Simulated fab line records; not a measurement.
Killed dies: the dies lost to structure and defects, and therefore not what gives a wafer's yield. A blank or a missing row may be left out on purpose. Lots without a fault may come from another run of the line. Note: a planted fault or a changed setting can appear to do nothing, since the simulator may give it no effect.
The tool behind it: which one?	flow nand-harc	24 lots with 72 wafers sampled at 6 steps, on a route of 1302 steps

== WHAT THE GAUGES SHOWED, per wafer ==
Not one reading of a measure or inspect step in the record can be checked against a usual standard deviation.

== WHAT TOOL EACH LOT RAN ON (gives the tool, then ch and the chambers of the sampled wafers, and finally the start) ==
lot	NHARC_A_STAIRCASE_ETCH_234	NHARC_A_STAIRCASE_ETCH_253	NHARC_A_STAIRCASE_DEP_259	NHARC_A_STAIRCASE_HM_DEP_459	NHARC_A_STAIRCASE_ETCH_294	NHARC_A_STAIRCASE_HM_DEP_462
L075	rie-diel-10 ch 1,2,3, day 16 04:44 or earlier	rie-diel-02 ch 0,1, day 16 04:44	pecvd-04 ch 0,1,2, day 16 07:37	acl-dep-02 ch 0, day 16 12:56	rie-diel-10 ch 0,2,3, day 16 18:10 or earlier	acl-dep-02 ch 0, day 16 18:10
L074	rie-diel-10 ch 0,1,3, day 16 05:31 or earlier	rie-diel-10 ch 0,2, day 16 05:31	pecvd-02 ch 0,1,2, day 16 09:22	acl-dep-02 ch 0, day 16 15:24	rie-diel-09 ch 2,3, day 16 20:42 or earlier	acl-dep-03 ch 0, day 16 20:42
L077	rie-diel-09 ch 0,1,2, day 17 01:54 or earlier	rie-diel-09 ch 0,2,3, day 17 01:54	pecvd-04 ch 0,2, day 17 06:44	acl-dep-03 ch 0, day 17 12:23	rie-diel-09 ch 0,1,2, day 17 18:32 or earlier	acl-dep-02 ch 0, day 17 18:32
L076	rie-diel-09 ch 1,2,3, day 17 03:58 or earlier	rie-diel-10 ch 0,2,3, day 17 03:58	pecvd-02 ch 0,1,2, day 17 08:50	acl-dep-02 ch 0, day 17 12:52	rie-diel-10 ch 1,2,3, day 17 21:02 or earlier	acl-dep-03 ch 0, day 17 21:02
L078	rie-diel-09 ch 0,1, day 17 16:59 or earlier	rie-diel-09 ch 0,1,3, day 17 16:59	pecvd-01 ch 0,1, day 17 21:05	acl-dep-02 ch 0, day 18 02:47	rie-diel-10 ch 0,2, day 18 07:49 or earlier	acl-dep-01 ch 0, day 18 07:49
L080	rie-diel-10 ch 0,1,3, day 18 04:02 or earlier	rie-diel-10 ch 0,2,3, day 18 04:02	pecvd-01 ch 0,1,2, day 18 06:55	acl-dep-03 ch 0, day 18 13:03	rie-diel-09 ch 0,1,3, day 18 18:40 or earlier	acl-dep-01 ch 0, day 18 18:40
L081	rie-diel-09 ch 1,2,3, day 18 16:07 or earlier	rie-diel-02 ch 0,2,3, day 18 16:07	pecvd-04 ch 0,1, day 18 18:53	acl-dep-01 ch 0, day 19 03:16	rie-diel-02 ch 1,2,3, day 19 16:17 or earlier	acl-dep-01 ch 0, day 19 16:17
L079	rie-diel-09 ch 1,2, day 18 16:56 or earlier	rie-diel-02 ch 0,3, day 18 16:56	pecvd-04 ch 0,2, day 18 20:03	acl-dep-03 ch 0, day 19 07:29	rie-diel-02 ch 1,3, day 19 19:22 or earlier	acl-dep-03 ch 0, day 19 19:22
L083	rie-diel-09 ch 0,2,3, day 19 18:16 or earlier	rie-diel-09 ch 0,1, day 19 18:16	pecvd-02 ch 0,1,2, day 19 23:38	acl-dep-02 ch 0, day 20 04:14	rie-diel-10 ch 0,1,3, day 20 09:38 or earlier	acl-dep-03 ch 0, day 20 09:38
L082	rie-diel-09 ch 0,1,3, day 19 18:28 or earlier	rie-diel-09 ch 0,3, day 19 18:28	pecvd-01 ch 0,1, day 20 00:41	acl-dep-01 ch 0, day 20 06:23	rie-diel-09 ch 1,2,3, day 20 12:02 or earlier	acl-dep-01 ch 0, day 20 12:02
L084	rie-diel-02 ch 0,2,3, day 20 14:50 or earlier	rie-diel-09 ch 0,1,3, day 20 14:50	pecvd-02 ch 0,1,2, day 20 17:50	acl-dep-01 ch 0, day 21 02:05	rie-diel-09 ch 0,1, day 21 10:04 or earlier	acl-dep-01 ch 0, day 21 10:04
L085	rie-diel-02 ch 0,2,3, day 20 23:29 or earlier	rie-diel-02 ch 0,1,3, day 20 23:29	pecvd-01 ch 0,1, day 21 03:22	acl-dep-01 ch 0, day 21 11:19	rie-diel-02 ch 1,2,3, day 21 19:59 or earlier	acl-dep-01 ch 0, day 21 19:59
L087	rie-diel-10 ch 0,1, day 21 00:16 or earlier	rie-diel-10 ch 0,2, day 21 00:16	pecvd-01 ch 0,2, day 21 03:59	acl-dep-01 ch 0, day 21 12:52	rie-diel-02 ch 1,2,3, day 21 22:10 or earlier	acl-dep-01 ch 0, day 21 22:10
L086	rie-diel-02 ch 1,2,3, day 21 03:15 or earlier	rie-diel-09 ch 0,1,2, day 21 03:15	pecvd-01 ch 1,2, day 21 09:09	acl-dep-01 ch 0, day 21 18:28	rie-diel-10 ch 0,1,2, day 22 03:13 or earlier	acl-dep-01 ch 0, day 22 03:13
L089	rie-diel-02 ch 1,2, day 22 07:32 or earlier	rie-diel-09 ch 0,2,3, day 22 07:32	pecvd-04 ch 0,2, day 22 10:18	acl-dep-03 ch 0, day 22 17:34	rie-diel-10 ch 0,2,3, day 23 00:38 or earlier	acl-dep-02 ch 0, day 23 00:38
L088	rie-diel-02 ch 0,1, day 22 08:37 or earlier	rie-diel-10 ch 0,2,3, day 22 08:37	pecvd-04 ch 0,2, day 22 12:41	acl-dep-02 ch 0, day 22 17:33	rie-diel-10 ch 0,1,3, day 22 23:07 or earlier	acl-dep-02 ch 0, day 22 23:07
L090	rie-diel-09 ch 0,1,2, day 23 01:58 or earlier	rie-diel-10 ch 0,1,3, day 23 01:58	pecvd-01 ch 0,1, day 23 05:36	acl-dep-02 ch 0, day 23 09:35	rie-diel-09 ch 0,2,3, day 23 15:10 or earlier	acl-dep-03 ch 0, day 23 15:10
L091	rie-diel-02 ch 1,2,3, day 23 02:20 or earlier	rie-diel-10 ch 1,2,3, day 23 02:20	pecvd-01 ch 0,2, day 23 07:25	acl-dep-01 ch 0, day 23 11:28	rie-diel-02 ch 0,2,3, day 23 16:33 or earlier	acl-dep-02 ch 0, day 23 16:33
L093	rie-diel-02 ch 1,2,3, day 23 15:19 or earlier	rie-diel-10 ch 0,2,3, day 23 15:19	pecvd-02 ch 0,1,2, day 23 18:05	acl-dep-01 ch 0, day 23 21:58	rie-diel-02 ch 0,1,3, day 24 05:15 or earlier	acl-dep-02 ch 0, day 24 05:15
L092	rie-diel-02 ch 0,3, day 23 15:50 or earlier	rie-diel-10 ch 0,1,2, day 23 15:50	pecvd-04 ch 0,1, day 23 18:51	acl-dep-02 ch 0, day 24 03:24	rie-diel-09 ch 0,1, day 24 08:23 or earlier	acl-dep-03 ch 0, day 24 08:23
L094	rie-diel-02 ch 0,2, day 24 16:38 or earlier	rie-diel-10 ch 0,1,3, day 24 16:38	pecvd-01 ch 1,2, day 24 23:16	acl-dep-02 ch 0, day 25 04:38	rie-diel-02 ch 2,3, day 25 10:02 or earlier	acl-dep-01 ch 0, day 25 10:02
L095	rie-diel-10 ch 0,1,3, day 24 16:56 or earlier	rie-diel-02 ch 0,2, day 24 16:56	pecvd-01 ch 0,1, day 24 23:23	acl-dep-01 ch 0, day 25 04:37	rie-diel-10 ch 0,1,2, day 25 09:50 or earlier	acl-dep-02 ch 0, day 25 09:50
L097	rie-diel-09 ch 1,2,3, day 25 09:14 or earlier	rie-diel-02 ch 0,2, day 25 09:14	pecvd-04 ch 0,1,2, day 25 12:01	acl-dep-03 ch 0, day 25 16:18	rie-diel-09 ch 1,2,3, day 25 21:32 or earlier	acl-dep-03 ch 0, day 25 21:32
L096	rie-diel-10 ch 0,3, day 25 10:22 or earlier	rie-diel-10 ch 1,2,3, day 25 10:22	pecvd-02 ch 0,1, day 25 13:07	acl-dep-02 ch 0, day 25 17:26	rie-diel-10 ch 1,2, day 25 22:24 or earlier	acl-dep-01 ch 0, day 25 22:24
- NHARC_A_STAIRCASE_ETCH_234: etches the open film in C4F8/O2, target depth 100 nm, time 40.5 s.
- NHARC_A_STAIRCASE_ETCH_253: etches the open film in C4F8/O2, target depth 50 nm, time 20.2 s.
- NHARC_A_STAIRCASE_DEP_259: deposits SiON, target thk 30 nm.
- NHARC_A_STAIRCASE_HM_DEP_459: deposits aC, target thk 1500 nm.
- NHARC_A_STAIRCASE_ETCH_294: etches the open film in C4F8/O2/Ar, target depth 4989 nm, time 1211.6 s.
- NHARC_A_STAIRCASE_HM_DEP_462: deposits aC, target thk 800 nm.

== WHAT THE TOOLS THEMSELVES READ (means of the sampled wafers that have a number; where no wafer has one, the mark that the record gives instead) ==
NHARC_A_STAIRCASE_ETCH_234. Usual: bias-w 999.2 W, standard deviation 2.6; oes-product-au 0.942 a.u., standard deviation 0.011; rf-fwd-power-W 592 W, standard deviation 3.4; rf-vpp-V 896 V, standard deviation 5.1.
lot	tool	bias-w (W)	oes-product-au (a.u.)	rf-fwd-power-W (W)	rf-vpp-V (V)	flag
L075	rie-diel-10	999.3	0.927	592	895	
L074	rie-diel-10	1002.0	0.945	593	895	
L077	rie-diel-09	999.9	0.948	590	892	
L076	rie-diel-09	998.9	0.954	590	893	
L078	rie-diel-09	1000.0	0.956	587	894	
L080	rie-diel-10	999.2	0.942	592	895	
L081	rie-diel-09	1000.0	0.934	589	892	
L079	rie-diel-09	999.4	0.956	590	891	
L083	rie-diel-09	997.6	0.944	594	893	
L082	rie-diel-09	1000.6	0.939	590	894	
L084	rie-diel-02	997.9	0.942	593	900	
L085	rie-diel-02	1003.3	0.927	595	900	
L087	rie-diel-10	999.8	0.950	588	896	
L086	rie-diel-02	998.2	0.938	593	898	
L089	rie-diel-02	1002.3	0.955	593	900	
L088	rie-diel-02	999.6	0.947	594	902	
L090	rie-diel-09	1000.1	0.949	591	892	
L091	rie-diel-02	998.3	0.950	592	897	
L093	rie-diel-02	996.7	0.939	592	897	
L092	rie-diel-02	1001.1	0.938	592	894	
L094	rie-diel-02	996.2	0.935	593	903	
L095	rie-diel-10	999.2	0.930	590	894	
L097	rie-diel-09	1000.5	0.940	590	892	
L096	rie-diel-10	997.8	0.941	593	892	

NHARC_A_STAIRCASE_ETCH_253. Usual: bias-w 999.9 W, standard deviation 3; oes-product-au 0.951 a.u., standard deviation 0.014; rf-fwd-power-W 588 W, standard deviation 3; rf-vpp-V 896 V, standard deviation 4.5.
lot	tool	bias-w (W)	oes-product-au (a.u.)	rf-fwd-power-W (W)	rf-vpp-V (V)	flag
L075	rie-diel-02	1000.7	0.960	591	903	
L074	rie-diel-10	1001.6	0.945	587	893	
L077	rie-diel-09	1003.2	0.950	589	892	
L076	rie-diel-10	1000.5	0.960	588	894	
L078	rie-diel-09	1001.6	0.948	587	895	
L080	rie-diel-10	999.5	0.958	587	893	
L081	rie-diel-02	1000.8	0.940	591	900	
L079	rie-diel-02	1001.7	0.939	591	901	
L083	rie-diel-09	998.2	0.950	584	894	
L082	rie-diel-09	1001.5	0.960	591	895	
L084	rie-diel-09	1001.5	0.948	588	895	
L085	rie-diel-02	997.6	0.947	590	898	
L087	rie-diel-10	1000.9	0.944	588	893	
L086	rie-diel-09	998.0	0.959	587	892	
L089	rie-diel-09	998.7	0.969	589	893	
L088	rie-diel-10	1000.6	0.950	589	893	
L090	rie-diel-10	1003.6	0.919	587	894	
L091	rie-diel-10	998.4	0.923	588	895	
L093	rie-diel-10	1002.2	0.962	588	893	
L092	rie-diel-10	997.0	0.960	587	894	
L094	rie-diel-10	999.4	0.960	587	894	
L095	rie-diel-02	1000.5	0.958	592	904	
L097	rie-diel-02	999.4	0.959	592	904	
L096	rie-diel-10	998.3	0.949	586	894	

NHARC_A_STAIRCASE_DEP_259. Usual: heater-power-w 763 W, standard deviation 100; rf-fwd-power-W 348.5 W, standard deviation 1.2.
lot	tool	heater-power-w (W)	rf-fwd-power-W (W)	flag
L075	pecvd-04	734	348.0	
L074	pecvd-02	727	347.7	
L077	pecvd-04	840	346.9	
L076	pecvd-02	718	347.9	
L078	pecvd-01	786	349.2	
L080	pecvd-01	792	350.3	
L081	pecvd-04	794	349.3	
L079	pecvd-04	768	347.8	
L083	pecvd-02	750	347.9	
L082	pecvd-01	786	349.4	
L084	pecvd-02	757	348.1	
L085	pecvd-01	844	348.8	
L087	pecvd-01	710	348.7	
L086	pecvd-01	848	349.4	
L089	pecvd-04	729	348.7	
L088	pecvd-04	838	348.0	
L090	pecvd-01	742	348.5	
L091	pecvd-01	678	348.8	
L093	pecvd-02	750	346.8	
L092	pecvd-04	850	350.4	
L094	pecvd-01	877	349.1	
L095	pecvd-01	750	349.4	
L097	pecvd-04	743	346.9	
L096	pecvd-02	779	348.3	

NHARC_A_STAIRCASE_HM_DEP_459. Usual: throttle-valve-pct reads 35.000 % (standard deviation 0.0093).
lot	tool	throttle-valve-pct (%)	flag
L075	acl-dep-02	35.001	
L074	acl-dep-02	35.004	
L077	acl-dep-03	34.990	
L076	acl-dep-02	34.997	
L078	acl-dep-02	34.995	
L080	acl-dep-03	35.000	
L081	acl-dep-01	35.005	
L079	acl-dep-03	35.000	
L083	acl-dep-02	35.005	
L082	acl-dep-01	34.998	
L084	acl-dep-01	34.991	
L085	acl-dep-01	35.005	
L087	acl-dep-01	35.000	
L086	acl-dep-01	35.009	
L089	acl-dep-03	35.003	
L088	acl-dep-02	35.006	
L090	acl-dep-02	34.998	
L091	acl-dep-01	35.002	
L093	acl-dep-01	35.009	
L092	acl-dep-02	35.006	
L094	acl-dep-02	35.003	
L095	acl-dep-01	34.996	
L097	acl-dep-03	34.993	
L096	acl-dep-02	34.997	

NHARC_A_STAIRCASE_ETCH_294. Usual: bias-w 3000 W, standard deviation 8.8; oes-product-au 0.933 a.u., standard deviation 0.012; rf-fwd-power-W 599.5 W, standard deviation 1.8; rf-vpp-V 1825 V, standard deviation 9.4.
lot	tool	bias-w (W)	oes-product-au (a.u.)	rf-fwd-power-W (W)	rf-vpp-V (V)	flag
L075	rie-diel-10	2993	0.935	599.9	1822	
L074	rie-diel-09	2999	0.948	598.8	1817	
L077	rie-diel-09	3004	0.953	598.9	1820	
L076	rie-diel-10	3015	0.926	598.6	1825	
L078	rie-diel-10	2993	0.920	599.7	1822	
L080	rie-diel-09	2997	0.937	599.8	1824	
L081	rie-diel-02	3000	0.934	599.7	1831	
L079	rie-diel-02	2999	0.935	599.2	1828	
L083	rie-diel-10	2994	0.934	599.0	1824	
L082	rie-diel-09	3001	0.929	598.8	1819	
L084	rie-diel-09	3001	0.926	597.8	1821	
L085	rie-diel-02	2999	0.942	601.1	1831	
L087	rie-diel-02	2999	0.917	599.7	1832	
L086	rie-diel-10	3001	0.942	599.4	1823	
L089	rie-diel-10	2999	0.937	601.3	1822	
L088	rie-diel-10	2994	0.918	598.1	1823	
L090	rie-diel-09	2998	0.936	600.0	1819	
L091	rie-diel-02	3000	0.941	600.0	1834	
L093	rie-diel-02	2991	0.931	599.5	1830	
L092	rie-diel-09	3001	0.938	599.2	1820	
L094	rie-diel-02	3003	0.927	600.2	1824	
L095	rie-diel-10	2998	0.930	598.8	1822	
L097	rie-diel-09	3001	0.949	602.3	1818	
L096	rie-diel-10	3008	0.949	597.4	1826	

NHARC_A_STAIRCASE_HM_DEP_462. Usual: throttle-valve-pct reads 35.000 % (standard deviation 0.0098).
lot	tool	throttle-valve-pct (%)	flag
L075	acl-dep-02	34.996	
L074	acl-dep-03	35.004	
L077	acl-dep-02	34.998	
L076	acl-dep-03	34.997	
L078	acl-dep-01	35.006	
L080	acl-dep-01	34.993	
L081	acl-dep-01	34.994	
L079	acl-dep-03	34.998	
L083	acl-dep-03	35.006	
L082	acl-dep-01	35.000	
L084	acl-dep-01	35.006	
L085	acl-dep-01	35.004	
L087	acl-dep-01	35.003	
L086	acl-dep-01	34.992	
L089	acl-dep-02	35.002	
L088	acl-dep-02	34.993	
L090	acl-dep-03	34.999	
L091	acl-dep-02	34.996	
L093	acl-dep-02	34.998	
L092	acl-dep-03	34.989	
L094	acl-dep-01	35.000	
L095	acl-dep-02	35.000	
L097	acl-dep-03	35.006	
L096	acl-dep-01	35.006	

== THE ANSWER, worked out from the rows above alone ==
Rule: lot off if the mean of its wafers having a number is beyond 3 standard deviations from the usual mean. A lot without any number at a reading at which 4 lots or more have one is off too. Where the step has rows for the other lots, those lots are counted as sound. After the gauges, taken in route order, come the tools' own readings; for these a lot's mean is taken, as printed above. The first step at which some lot is off is used, and at that step the reading that is off furthest; a lot without a number counts as furthest.
No lot is off on any of the readings shown, so nothing can be concluded from this.

== WHAT HAD BEEN PUT IN BY THE SIMULATOR ==
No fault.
